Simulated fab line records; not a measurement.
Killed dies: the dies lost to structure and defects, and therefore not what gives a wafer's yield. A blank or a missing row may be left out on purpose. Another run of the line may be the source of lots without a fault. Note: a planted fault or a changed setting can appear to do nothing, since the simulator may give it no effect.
fab line records / flow nand-harc
record lots=6 wafers=18 last-day=32
route steps=1302 shown P_ZERO_WELL@35 END@1302
lots that met no fault: taken from a fault-free run of the same line
start-h: hours from the record's first day to the start of the lot's first wafer shown / wait-h: hours elapsed since this lot's preceding step / " unchanged from the row above / L1.1+2: a single row standing in for several wafers / - no value, or no start given / * or withheld: withheld / < > ~ a bound
route shown NAME@n: names a module that has steps shown in the file, with the first one's number in the route / usual: the fault-free wafers' mean and standard deviation / same: alike in all rows / chamber/n: place in a boat / sites: the reading at each site / _std_site: how widely they spread, as a standard deviation / _edge_site: outer sites' mean less inner sites' / radius-mm: how far each site lies from the wafer's centre / mask NAME#n: copy n / behind: tool/chamber where the wafer was last shaped / hold: what put the lot on hold/how long, in hours/how the hold closed / device: which transistor (n, p or np) failed to switch / end of line: the route-end tests of the same wafers / a step given without rows: its recipe and nothing more / killed: the dies lost at the first sort to structure and to defects; this is not the yield of the wafer / map: a wafer's dies, marking killed ones x, the rest . and places with no die _
set.NAME: the run value of the setting; set.NAME@STEP: its run value at that earlier step / model.NAME: the simulator's own value behind a step, which no gauge read
lots at some steps of the route; a table a step, a row a wafer
services: a tool's chamber out of use, with start hour (start-h, from the record's first day; less than 0 if before it), hours out, and reason
## steps
# step NHARC_P_ZERO_WELL_STRIP_28
# recipe time-s=840 temp-c=130 chemistry=SPM
# step NHARC_P_ZERO_WELL_DEHYDRATE_29
# recipe temp-c=150 time-s=120
# step NHARC_P_ZERO_WELL_HMDS_30
# recipe time-s=30
# step NHARC_P_ZERO_WELL_COAT_31
# recipe spin-rpm=withheld
# step NHARC_P_ZERO_WELL_SOFTBAKE_32
# recipe temp-c=122 time-s=95
# step NHARC_P_ZERO_WELL_EBR_33
# step NHARC_P_ZERO_WELL_EXPOSE_34
# recipe na=0.6 target-cd-nm=720 dose-mj=22.31 mask-id=P_PWELL
# step NHARC_P_ZERO_WELL_PEB_35
# recipe peb-temp-c=118 peb-time-s=85
# step NHARC_P_ZERO_WELL_DEVELOP_36
# recipe time-s=70
# step NHARC_P_ZERO_WELL_CD_MEAS_37
# recipe target-cd-nm=720 landing-energy-ev=500
# usual cd-nm=721.0/2.1
lot.wafer=L623.1 tool=cd-sem-03 chamber=0 start-h=63.96 wait-h=- cd-nm=720.7
lot.wafer=L623.4 tool=cd-sem-03 chamber=0 start-h=63.96 wait-h=- cd-nm=721.5
lot.wafer=L623.5 tool=cd-sem-03 chamber=0 start-h=63.96 wait-h=- cd-nm=720.1
lot.wafer=L624.1 tool=cd-sem-01 chamber=0 start-h=74.09 wait-h=- cd-nm=719.5
lot.wafer=L624.3 tool=cd-sem-01 chamber=0 start-h=74.09 wait-h=- cd-nm=720.3
lot.wafer=L624.6 tool=cd-sem-01 chamber=0 start-h=74.09 wait-h=- cd-nm=721.9
lot.wafer=L627.3 tool=cd-sem-01 chamber=0 start-h=104.25 wait-h=- cd-nm=720.0
lot.wafer=L627.4 tool=cd-sem-01 chamber=0 start-h=104.25 wait-h=- cd-nm=723.9
lot.wafer=L627.6 tool=cd-sem-01 chamber=0 start-h=104.25 wait-h=- cd-nm=722.8
lot.wafer=L633.1 tool=cd-sem-03 chamber=0 start-h=164.18 wait-h=- cd-nm=720.1
lot.wafer=L633.2 tool=cd-sem-03 chamber=0 start-h=164.18 wait-h=- cd-nm=722.5
lot.wafer=L633.4 tool=cd-sem-03 chamber=0 start-h=164.18 wait-h=- cd-nm=723.5
lot.wafer=L639.1 tool=cd-sem-03 chamber=0 start-h=224.12 wait-h=- cd-nm=717.6
lot.wafer=L639.2 tool=cd-sem-03 chamber=0 start-h=224.12 wait-h=- cd-nm=718.4
lot.wafer=L639.5 tool=cd-sem-03 chamber=0 start-h=224.12 wait-h=- cd-nm=719.5
lot.wafer=L640.3 tool=cd-sem-03 chamber=0 start-h=234.02 wait-h=- cd-nm=720.2
lot.wafer=L640.5 tool=cd-sem-03 chamber=0 start-h=234.02 wait-h=- cd-nm=719.4
lot.wafer=L640.6 tool=cd-sem-03 chamber=0 start-h=234.02 wait-h=- cd-nm=718.8
# step NHARC_P_ZERO_WELL_HARDBAKE_38
# recipe temp-c=125 time-s=80
# step NHARC_P_ZERO_WELL_DESCUM_39
# recipe time-s=3 o2-flow-sccm=200 ar-flow-sccm=0 bias-power-w=0 chemistry=O2
# usual chamber-pressure-mTorr=60.02/0.2 drypump-motor-current-A=6.0/0.33 oes-product-au=1.000/0.013 rf-vpp-V=57.5/0.81 showerhead-plenum-p-Torr=1.87/0.07 throttle-valve-pct=11.311/0.0089
lot.wafer=L623.4 tool=rie-diel-09 chamber=1 start-h=64.12 wait-h=- chamber-pressure-mTorr=60.01 drypump-motor-current-A=6.2 oes-product-au=0.991 rf-hours-counter-h=32 rf-vpp-V=57.6 showerhead-plenum-p-Torr=1.90 throttle-valve-pct=11.314
lot.wafer=L623.1 tool=rie-diel-09 chamber=0 start-h=64.12 wait-h=- chamber-pressure-mTorr=59.95 drypump-motor-current-A=6.0 oes-product-au=1.011 rf-hours-counter-h=34 rf-vpp-V=58.7 showerhead-plenum-p-Torr=1.92 throttle-valve-pct=11.316
lot.wafer=L623.5 tool=rie-diel-09 chamber=2 start-h=64.12 wait-h=- chamber-pressure-mTorr=60.04 drypump-motor-current-A=6.1 oes-product-au=0.986 rf-hours-counter-h=- rf-vpp-V=56.9 showerhead-plenum-p-Torr=1.83 throttle-valve-pct=11.327
lot.wafer=L624.3 tool=rie-diel-02 chamber=3 start-h=74.25 wait-h=- chamber-pressure-mTorr=59.96 drypump-motor-current-A=5.5 oes-product-au=0.987 rf-hours-counter-h=6 rf-vpp-V=59.3 showerhead-plenum-p-Torr=1.88 throttle-valve-pct=11.312
lot.wafer=L624.1 tool=rie-diel-02 chamber=0 start-h=74.25 wait-h=- chamber-pressure-mTorr=59.94 drypump-motor-current-A=6.1 oes-product-au=0.989 rf-hours-counter-h=4 rf-vpp-V=56.2 showerhead-plenum-p-Torr=1.77 throttle-valve-pct=11.321
lot.wafer=L624.6 tool=rie-diel-02 chamber=3 start-h=74.25 wait-h=- chamber-pressure-mTorr=60.00 drypump-motor-current-A=5.5 oes-product-au=0.988 rf-hours-counter-h=- rf-vpp-V=57.0 showerhead-plenum-p-Torr=1.88 throttle-valve-pct=11.320
lot.wafer=L627.3 tool=rie-diel-09 chamber=0 start-h=104.50 wait-h=- chamber-pressure-mTorr=59.95 drypump-motor-current-A=6.0 oes-product-au=0.994 rf-hours-counter-h=50 rf-vpp-V=57.8 showerhead-plenum-p-Torr=1.92 throttle-valve-pct=11.299
lot.wafer=L627.4 tool=rie-diel-09 chamber=1 start-h=104.50 wait-h=- chamber-pressure-mTorr=59.98 drypump-motor-current-A=6.2 oes-product-au=0.978 rf-hours-counter-h=50 rf-vpp-V=55.9 showerhead-plenum-p-Torr=1.90 throttle-valve-pct=11.307
lot.wafer=L627.6 tool=rie-diel-09 chamber=0 start-h=104.50 wait-h=- chamber-pressure-mTorr=60.06 drypump-motor-current-A=6.0 oes-product-au=0.996 rf-hours-counter-h=- rf-vpp-V=57.6 showerhead-plenum-p-Torr=1.92 throttle-valve-pct=11.306
lot.wafer=L633.4 tool=rie-diel-10 chamber=2 start-h=164.33 wait-h=- chamber-pressure-mTorr=60.03 drypump-motor-current-A=5.8 oes-product-au=0.989 rf-hours-counter-h=34 rf-vpp-V=58.4 showerhead-plenum-p-Torr=1.90 throttle-valve-pct=11.300
lot.wafer=L633.2 tool=rie-diel-10 chamber=3 start-h=164.33 wait-h=- chamber-pressure-mTorr=59.97 drypump-motor-current-A=6.2 oes-product-au=1.004 rf-hours-counter-h=35 rf-vpp-V=57.3 showerhead-plenum-p-Torr=1.90 throttle-valve-pct=11.306
lot.wafer=L633.1 tool=rie-diel-10 chamber=1 start-h=164.33 wait-h=- chamber-pressure-mTorr=60.05 drypump-motor-current-A=5.0 oes-product-au=0.998 rf-hours-counter-h=36 rf-vpp-V=58.3 showerhead-plenum-p-Torr=1.97 throttle-valve-pct=11.332
lot.wafer=L639.1 tool=rie-diel-09 chamber=0 start-h=224.28 wait-h=- chamber-pressure-mTorr=59.94 drypump-motor-current-A=6.0 oes-product-au=1.013 rf-hours-counter-h=19 rf-vpp-V=57.7 showerhead-plenum-p-Torr=1.91 throttle-valve-pct=11.311
lot.wafer=L639.2 tool=rie-diel-09 chamber=2 start-h=224.28 wait-h=- chamber-pressure-mTorr=59.99 drypump-motor-current-A=6.1 oes-product-au=1.008 rf-hours-counter-h=23 rf-vpp-V=55.8 showerhead-plenum-p-Torr=1.82 throttle-valve-pct=11.322
lot.wafer=L639.5 tool=rie-diel-09 chamber=1 start-h=224.28 wait-h=- chamber-pressure-mTorr=60.02 drypump-motor-current-A=6.2 oes-product-au=0.987 rf-hours-counter-h=- rf-vpp-V=58.2 showerhead-plenum-p-Torr=1.89 throttle-valve-pct=11.297
lot.wafer=L640.3 tool=rie-diel-10 chamber=0 start-h=234.19 wait-h=- chamber-pressure-mTorr=60.01 drypump-motor-current-A=5.8 oes-product-au=1.001 rf-hours-counter-h=73 rf-vpp-V=56.9 showerhead-plenum-p-Torr=1.89 throttle-valve-pct=11.328
lot.wafer=L640.6 tool=rie-diel-10 chamber=2 start-h=234.19 wait-h=- chamber-pressure-mTorr=59.92 drypump-motor-current-A=5.7 oes-product-au=0.991 rf-hours-counter-h=- rf-vpp-V=57.3 showerhead-plenum-p-Torr=1.89 throttle-valve-pct=11.321
lot.wafer=L640.5 tool=rie-diel-10 chamber=3 start-h=234.19 wait-h=- chamber-pressure-mTorr=60.00 drypump-motor-current-A=6.2 oes-product-au=0.998 rf-hours-counter-h=- rf-vpp-V=58.4 showerhead-plenum-p-Torr=1.89 throttle-valve-pct=11.321
# step NHARC_P_ZERO_WELL_IMPLANT_40
# recipe energy-kev=300 dose-cm2=1e+13 tilt-deg=7
# usual beam-energy-keV=299.98/0.081 beam-on-s=10.01/0.18
lot.wafer=L623.1 tool=implanter-01 chamber=- start-h=64.27 wait-h=0.1 beam-energy-keV=- beam-on-s=-
lot.wafer=L623.4 tool=implanter-01 chamber=- start-h=64.27 wait-h=0.1 beam-energy-keV=- beam-on-s=-
lot.wafer=L623.5 tool=implanter-01 chamber=- start-h=64.27 wait-h=0.1 beam-energy-keV=- beam-on-s=-
lot.wafer=L624.1 tool=implanter-02 chamber=- start-h=74.42 wait-h=0.1 beam-energy-keV=- beam-on-s=-
lot.wafer=L624.3 tool=implanter-02 chamber=- start-h=74.42 wait-h=0.1 beam-energy-keV=- beam-on-s=-
lot.wafer=L624.6 tool=implanter-02 chamber=- start-h=74.42 wait-h=0.1 beam-energy-keV=- beam-on-s=-
lot.wafer=L627.3 tool=implanter-01 chamber=0 start-h=104.71 wait-h=0.2 beam-energy-keV=299.92 beam-on-s=9.88
lot.wafer=L627.4 tool=implanter-01 chamber=0 start-h=104.71 wait-h=0.2 beam-energy-keV=300.08 beam-on-s=9.77
lot.wafer=L627.6 tool=implanter-01 chamber=0 start-h=104.71 wait-h=0.2 beam-energy-keV=299.97 beam-on-s=9.79
lot.wafer=L633.1 tool=implanter-01 chamber=0 start-h=164.48 wait-h=0.1 beam-energy-keV=299.92 beam-on-s=10.30
lot.wafer=L633.2 tool=implanter-01 chamber=0 start-h=164.48 wait-h=0.1 beam-energy-keV=300.00 beam-on-s=9.96
lot.wafer=L633.4 tool=implanter-01 chamber=0 start-h=164.48 wait-h=0.1 beam-energy-keV=299.91 beam-on-s=9.79
lot.wafer=L639.1 tool=implanter-02 chamber=0 start-h=224.43 wait-h=0.1 beam-energy-keV=299.95 beam-on-s=9.98
lot.wafer=L639.2 tool=implanter-02 chamber=0 start-h=224.43 wait-h=0.1 beam-energy-keV=299.97 beam-on-s=9.85
lot.wafer=L639.5 tool=implanter-02 chamber=0 start-h=224.43 wait-h=0.1 beam-energy-keV=300.10 beam-on-s=10.19
lot.wafer=L640.3 tool=implanter-02 chamber=0 start-h=234.38 wait-h=0.2 beam-energy-keV=299.96 beam-on-s=10.21
lot.wafer=L640.5 tool=implanter-02 chamber=0 start-h=234.38 wait-h=0.2 beam-energy-keV=300.07 beam-on-s=9.82
lot.wafer=L640.6 tool=implanter-02 chamber=0 start-h=234.38 wait-h=0.2 beam-energy-keV=299.96 beam-on-s=9.99
# step NHARC_P_ZERO_WELL_IMPLANT_59
# recipe energy-kev=120 dose-cm2=5e+12 tilt-deg=7
# step NHARC_END_SORT_01
# recipe temp-c=25
# usual killed-at-array=61/26 killed-at-other=0.8/1.1 killed-at-periphery=4.0/2.6 killed-dies=66/26 killed-open=3.1/1.7 killed-short=2.5/1.5
# same gross-dies=677
lot.wafer=L623.1 tool=prober-02 chamber=0 start-h=591.15 wait-h=2.5 killed-at-array=86 killed-at-other=0 killed-at-periphery=591 killed-dies=677 killed-open=1 killed-short=4
lot.wafer=L623.4 tool=prober-02 chamber=0 start-h=593.51 wait-h=3.4 killed-at-array=112 killed-at-other=0 killed-at-periphery=565 killed-dies=677 killed-open=5 killed-short=3
lot.wafer=L623.5 tool=prober-02 chamber=0 start-h=594.30 wait-h=3.6 killed-at-array=89 killed-at-other=1 killed-at-periphery=587 killed-dies=677 killed-open=2 killed-short=2
lot.wafer=L624.1 tool=prober-02 chamber=0 start-h=626.17 wait-h=2.5 killed-at-array=38 killed-at-other=0 killed-at-periphery=639 killed-dies=677 killed-open=3 killed-short=3
lot.wafer=L624.3 tool=prober-02 chamber=0 start-h=627.78 wait-h=3.1 killed-at-array=42 killed-at-other=0 killed-at-periphery=635 killed-dies=677 killed-open=5 killed-short=1
lot.wafer=L624.6 tool=prober-02 chamber=0 start-h=630.19 wait-h=4.0 killed-at-array=48 killed-at-other=0 killed-at-periphery=629 killed-dies=677 killed-open=2 killed-short=6
lot.wafer=L627.3 tool=prober-02 chamber=0 start-h=644.42 wait-h=3.1 killed-at-array=99 killed-at-other=0 killed-at-periphery=4 killed-dies=103 killed-open=4 killed-short=1
lot.wafer=L627.4 tool=prober-02 chamber=0 start-h=645.23 wait-h=3.5 killed-at-array=77 killed-at-other=0 killed-at-periphery=7 killed-dies=84 killed-open=3 killed-short=0
lot.wafer=L627.6 tool=prober-02 chamber=0 start-h=646.86 wait-h=4.1 killed-at-array=87 killed-at-other=1 killed-at-periphery=3 killed-dies=91 killed-open=4 killed-short=2
lot.wafer=L633.1 tool=prober-02 chamber=0 start-h=710.61 wait-h=2.5 killed-at-array=96 killed-at-other=0 killed-at-periphery=6 killed-dies=102 killed-open=4 killed-short=0
lot.wafer=L633.2 tool=prober-02 chamber=0 start-h=711.41 wait-h=2.8 killed-at-array=100 killed-at-other=1 killed-at-periphery=5 killed-dies=106 killed-open=1 killed-short=1
lot.wafer=L633.4 tool=prober-02 chamber=0 start-h=712.99 wait-h=3.4 killed-at-array=109 killed-at-other=1 killed-at-periphery=0 killed-dies=110 killed-open=3 killed-short=2
lot.wafer=L639.1 tool=prober-01 chamber=0 start-h=770.84 wait-h=2.5 killed-at-array=44 killed-at-other=2 killed-at-periphery=3 killed-dies=49 killed-open=4 killed-short=1
lot.wafer=L639.2 tool=prober-01 chamber=0 start-h=771.65 wait-h=2.8 killed-at-array=32 killed-at-other=0 killed-at-periphery=5 killed-dies=37 killed-open=3 killed-short=3
lot.wafer=L639.5 tool=prober-01 chamber=0 start-h=774.06 wait-h=3.7 killed-at-array=45 killed-at-other=4 killed-at-periphery=3 killed-dies=52 killed-open=4 killed-short=3
# killed by level:class
L623.1 P_ZERO_WELL:area-implant=587 A_SLIT:chamber-film-flake=29 A_CHANNEL_HOLE_D2:chamber-film-flake=25 A_CHANNEL_HOLE_D1:chamber-film-flake=19 A_CONTACT:chamber-film-flake=4 A_STAIRCASE:chamber-film-flake=3 P_GATE:chamber-film-flake=2 P_STI:geometric-particle:short=1
L623.4 P_ZERO_WELL:area-implant=560 A_CHANNEL_HOLE_D1:chamber-film-flake=41 A_CHANNEL_HOLE_D2:chamber-film-flake=31 A_SLIT:chamber-film-flake=28 P_GATE:chamber-film-flake=3 A_CONTACT:chamber-film-flake=3 A_STAIRCASE:chamber-film-flake=2 P_GATE:geometric-particle:open=1
L623.5 P_ZERO_WELL:area-implant=586 A_CHANNEL_HOLE_D1:chamber-film-flake=31 A_CHANNEL_HOLE_D2:chamber-film-flake=24 A_SLIT:chamber-film-flake=24 A_CONTACT:chamber-film-flake=4 P_CONTACT:geometric-particle:open=1 A_ONON_D1:geometric-particle:short=1 A_CHANNEL_FILL_D2:geometric-particle:open=1
L624.1 P_ZERO_WELL:area-implant=637 A_CHANNEL_HOLE_D2:chamber-film-flake=28 A_SGD_CUT:geometric-particle:short=2 A_CHANNEL_HOLE_D1:chamber-film-flake=2 A_CONTACT:chamber-film-flake=2 P_M1:geometric-particle:open=1 A_CHANNEL_HOLE_D1:geometric-particle:open=1 A_WL_FILL:geometric-particle:open=1
L624.3 P_ZERO_WELL:area-implant=632 A_CHANNEL_HOLE_D2:chamber-film-flake=33 A_CHANNEL_HOLE_D1:chamber-film-flake=3 P_CONTACT:geometric-particle:open=2 A_CONTACT:chamber-film-flake=2 P_M0:geometric-particle:open=1 A_CHANNEL_FILL_D1:geometric-particle:open=1 A_CONTACT:geometric-particle:short=1
L624.6 P_ZERO_WELL:area-implant=629 A_CHANNEL_HOLE_D2:chamber-film-flake=25 A_CONTACT:chamber-film-flake=6 A_CHANNEL_HOLE_D1:chamber-film-flake=5 A_ONON_D1:geometric-particle:open=1 A_CHANNEL_HOLE_D1:geometric-particle:short=1 A_CHANNEL_FILL_D1:geometric-particle:short=1 A_ONON_D2:geometric-particle:short=1
L627.3 A_SLIT:chamber-film-flake=35 A_CHANNEL_HOLE_D2:chamber-film-flake=31 A_CHANNEL_HOLE_D1:chamber-film-flake=28 P_CONTACT:geometric-particle:open=1 A_WL_FILL:geometric-particle:short=1 A_WL_FILL:geometric-particle:open=1 A_CONTACT:geometric-particle:open=1 A_M1:geometric-particle:open=1
L627.4 A_SLIT:chamber-film-flake=27 A_CHANNEL_HOLE_D2:chamber-film-flake=23 A_CHANNEL_HOLE_D1:chamber-film-flake=18 A_CONTACT:chamber-film-flake=3 P_GATE:chamber-film-flake=2 A_STAIRCASE:chamber-film-flake=2 P_GATE:geometric-particle:open=1 P_M0:geometric-particle:open=1
L627.6 A_SLIT:chamber-film-flake=33 A_CHANNEL_HOLE_D2:chamber-film-flake=23 A_CHANNEL_HOLE_D1:chamber-film-flake=20 A_SGD_CUT:geometric-particle:open=2 A_DECK1_JOINT:chamber-film-flake=2 A_CONTACT:chamber-film-flake=2 P_GATE:geometric-particle:open=1 A_CHANNEL_HOLE_D2:geometric-particle:short=1
L633.1 A_SLIT:chamber-film-flake=33 A_CHANNEL_HOLE_D1:chamber-film-flake=26 A_CHANNEL_HOLE_D2:chamber-film-flake=17 A_CONTACT:chamber-film-flake=11 P_M0:chamber-film-flake=3 A_SGD_CUT:chamber-film-flake=3 P_M0:geometric-particle:open=2 A_CHANNEL_FILL_D1:chamber-film-flake=2
L633.2 A_SLIT:chamber-film-flake=41 A_CHANNEL_HOLE_D1:chamber-film-flake=27 A_CHANNEL_HOLE_D2:chamber-film-flake=17 P_M0:chamber-film-flake=5 A_SGD_CUT:chamber-film-flake=5 A_CONTACT:chamber-film-flake=4 A_CHANNEL_FILL_D1:chamber-film-flake=2 A_DECK1_JOINT:geometric-particle:open=1
L633.4 A_SLIT:chamber-film-flake=35 A_CHANNEL_HOLE_D1:chamber-film-flake=35 A_CHANNEL_HOLE_D2:chamber-film-flake=22 A_CHANNEL_FILL_D1:chamber-film-flake=4 A_CONTACT:chamber-film-flake=4 A_CHANNEL_FILL_D2:chamber-film-flake=2 A_CHANNEL_FILL_D2:geometric-particle:open=1 A_WL_FILL:geometric-particle:short=1
L639.1 A_CHANNEL_HOLE_D1:chamber-film-flake=25 A_SLIT:chamber-film-flake=5 A_STAIRCASE:chamber-film-flake=4 A_SGD_CUT:chamber-film-flake=4 P_ZERO_WELL:chamber-film-flake=2 THIN_TSV:chamber-film-flake=2 P_CONTACT:geometric-particle:open=1 A_CHANNEL_HOLE_D1:geometric-particle:open=1
L639.2 A_CHANNEL_HOLE_D1:chamber-film-flake=17 A_SLIT:chamber-film-flake=4 P_GATE:geometric-particle:short=2 A_M0:geometric-particle:open=2 P_ZERO_WELL:chamber-film-flake=2 A_STAIRCASE:chamber-film-flake=2 A_SOURCE_PLATE:geometric-particle:short=1 A_CHANNEL_FILL_D1:geometric-particle:open=1
L639.5 A_CHANNEL_HOLE_D1:chamber-film-flake=16 A_SLIT:chamber-film-flake=8 A_STAIRCASE:chamber-film-flake=6 A_CONTACT:chamber-film-flake=3 A_CHANNEL_FILL_D2:chamber-film-flake=3 A_SGD_CUT:chamber-film-flake=3 THIN_TSV:chamber-film-flake=3 P_CONTACT:geometric-particle:open=1
# map L623.1 (x killed, . not)
____________x____________
_________xxxxxxx_________
_______xxxxxxxxxxx_______
______xxxxxxxxxxxxx______
_____xxxxxxxxxxxxxxx_____
____xxxxxxxxxxxxxxxxx____
____xxxxxxxxxxxxxxxxx____
___xxxxxxxxxxxxxxxxxxx___
___xxxxxxxxxxxxxxxxxxx___
__xxxxxxxxxxxxxxxxxxxxx__
__xxxxxxxxxxxxxxxxxxxxx__
_xxxxxxxxxxxxxxxxxxxxxxx_
_xxxxxxxxxxxxxxxxxxxxxxx_
_xxxxxxxxxxxxxxxxxxxxxxx_
_xxxxxxxxxxxxxxxxxxxxxxx_
_xxxxxxxxxxxxxxxxxxxxxxx_
xxxxxxxxxxxxxxxxxxxxxxxxx
xxxxxxxxxxxxxxxxxxxxxxxxx
xxxxxxxxxxxxxxxxxxxxxxxxx
xxxxxxxxxxxxxxxxxxxxxxxxx
xxxxxxxxxxxxxxxxxxxxxxxxx
_xxxxxxxxxxxxxxxxxxxxxxx_
_xxxxxxxxxxxxxxxxxxxxxxx_
_xxxxxxxxxxxxxxxxxxxxxxx_
_xxxxxxxxxxxxxxxxxxxxxxx_
_xxxxxxxxxxxxxxxxxxxxxxx_
__xxxxxxxxxxxxxxxxxxxxx__
__xxxxxxxxxxxxxxxxxxxxx__
___xxxxxxxxxxxxxxxxxxx___
___xxxxxxxxxxxxxxxxxxx___
____xxxxxxxxxxxxxxxxx____
____xxxxxxxxxxxxxxxxx____
_____xxxxxxxxxxxxxxx_____
______xxxxxxxxxxxxx______
_______xxxxxxxxxxx_______
_________xxxxxxx_________
____________x____________
# map L624.1 (x killed, . not)
____________x____________
_________xxxxxxx_________
_______xxxxxxxxxxx_______
______xxxxxxxxxxxxx______
_____xxxxxxxxxxxxxxx_____
____xxxxxxxxxxxxxxxxx____
____xxxxxxxxxxxxxxxxx____
___xxxxxxxxxxxxxxxxxxx___
___xxxxxxxxxxxxxxxxxxx___
__xxxxxxxxxxxxxxxxxxxxx__
__xxxxxxxxxxxxxxxxxxxxx__
_xxxxxxxxxxxxxxxxxxxxxxx_
_xxxxxxxxxxxxxxxxxxxxxxx_
_xxxxxxxxxxxxxxxxxxxxxxx_
_xxxxxxxxxxxxxxxxxxxxxxx_
_xxxxxxxxxxxxxxxxxxxxxxx_
xxxxxxxxxxxxxxxxxxxxxxxxx
xxxxxxxxxxxxxxxxxxxxxxxxx
xxxxxxxxxxxxxxxxxxxxxxxxx
xxxxxxxxxxxxxxxxxxxxxxxxx
xxxxxxxxxxxxxxxxxxxxxxxxx
_xxxxxxxxxxxxxxxxxxxxxxx_
_xxxxxxxxxxxxxxxxxxxxxxx_
_xxxxxxxxxxxxxxxxxxxxxxx_
_xxxxxxxxxxxxxxxxxxxxxxx_
_xxxxxxxxxxxxxxxxxxxxxxx_
__xxxxxxxxxxxxxxxxxxxxx__
__xxxxxxxxxxxxxxxxxxxxx__
___xxxxxxxxxxxxxxxxxxx___
___xxxxxxxxxxxxxxxxxxx___
____xxxxxxxxxxxxxxxxx____
____xxxxxxxxxxxxxxxxx____
_____xxxxxxxxxxxxxxx_____
______xxxxxxxxxxxxx______
_______xxxxxxxxxxx_______
_________xxxxxxx_________
____________x____________
## services
tool=rie-diel-02 chamber=- start-h=40.58 hours=9.0 kind=pm
tool=rie-diel-09 chamber=0 start-h=48.83 hours=- kind=clean
tool=rie-diel-09 chamber=1 start-h=48.83 hours=- kind=clean
tool=rie-diel-09 chamber=2 start-h=48.83 hours=- kind=clean
tool=rie-diel-09 chamber=3 start-h=48.83 hours=- kind=clean
tool=rie-diel-02 chamber=1 start-h=58.38 hours=36.9 kind=repair
tool=rie-diel-02 chamber=0 start-h=60.90 hours=4.3 kind=repair
tool=rie-diel-10 chamber=- start-h=65.57 hours=9.0 kind=pm
tool=rie-diel-09 chamber=0 start-h=73.34 hours=- kind=clean
tool=rie-diel-09 chamber=1 start-h=73.34 hours=- kind=clean
tool=implanter-02 chamber=- start-h=80.80 hours=4.9 kind=repair
tool=rie-diel-09 chamber=- start-h=98.19 hours=0.7 kind=repair
tool=rie-diel-09 chamber=- start-h=101.34 hours=1.3 kind=repair
tool=rie-diel-10 chamber=3 start-h=125.96 hours=7.4 kind=repair
tool=rie-diel-09 chamber=- start-h=143.14 hours=9.0 kind=pm
tool=implanter-02 chamber=- start-h=146.52 hours=13.0 kind=pm
tool=implanter-02 chamber=- start-h=170.76 hours=4.2 kind=repair
tool=rie-diel-02 chamber=1 start-h=177.08 hours=2.9 kind=repair
tool=implanter-02 chamber=- start-h=179.05 hours=1.5 kind=repair
tool=rie-diel-10 chamber=1 start-h=184.91 hours=2.1 kind=repair
tool=rie-diel-02 chamber=1 start-h=196.36 hours=6.5 kind=repair
tool=rie-diel-02 chamber=- start-h=217.58 hours=9.0 kind=pm
tool=implanter-01 chamber=- start-h=220.08 hours=1.9 kind=repair
tool=implanter-01 chamber=- start-h=229.18 hours=1.8 kind=repair
## key
first-sign step=NHARC_P_ZERO_WELL_IMPLANT_40 reading=tool-record direction=missing
effect step=NHARC_END_SORT_01 reading=killed-at-periphery direction=up sigmas=99+ usual=4.0 struck=607.7
more-kills-born-at NHARC_P_ZERO_WELL_IMPLANT_40@implanter-02=1898 NHARC_P_ZERO_WELL_IMPLANT_40@implanter-01=1733
met-at NHARC_P_ZERO_WELL_IMPLANT_40
struck-wafers L623.1,L623.4,L623.5,L624.1,L624.3,L624.6
later-rows-left-out L623.1,L623.4,L623.5,L624.1,L624.3,L624.6
tester-left-out L623,L624
fault kind=skipped-step-whole tool=implanter-01,implanter-02 chamber=- onset-h=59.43 steps=NHARC_P_ZERO_WELL_IMPLANT_40 scope=struck-lots-only
# tester-left-out: of these lots the tester's yield and bins aren't shown, on N5 and GAA mostly nor the transistor test; their killed dies are dies lost to structure and defects alone, not to doping, threshold or leakage, so they don't give the yield
# later-rows-left-out: the simulator's readings of these wafers behind a module that went badly wrong aren't trusted and aren't shown, but for the sort
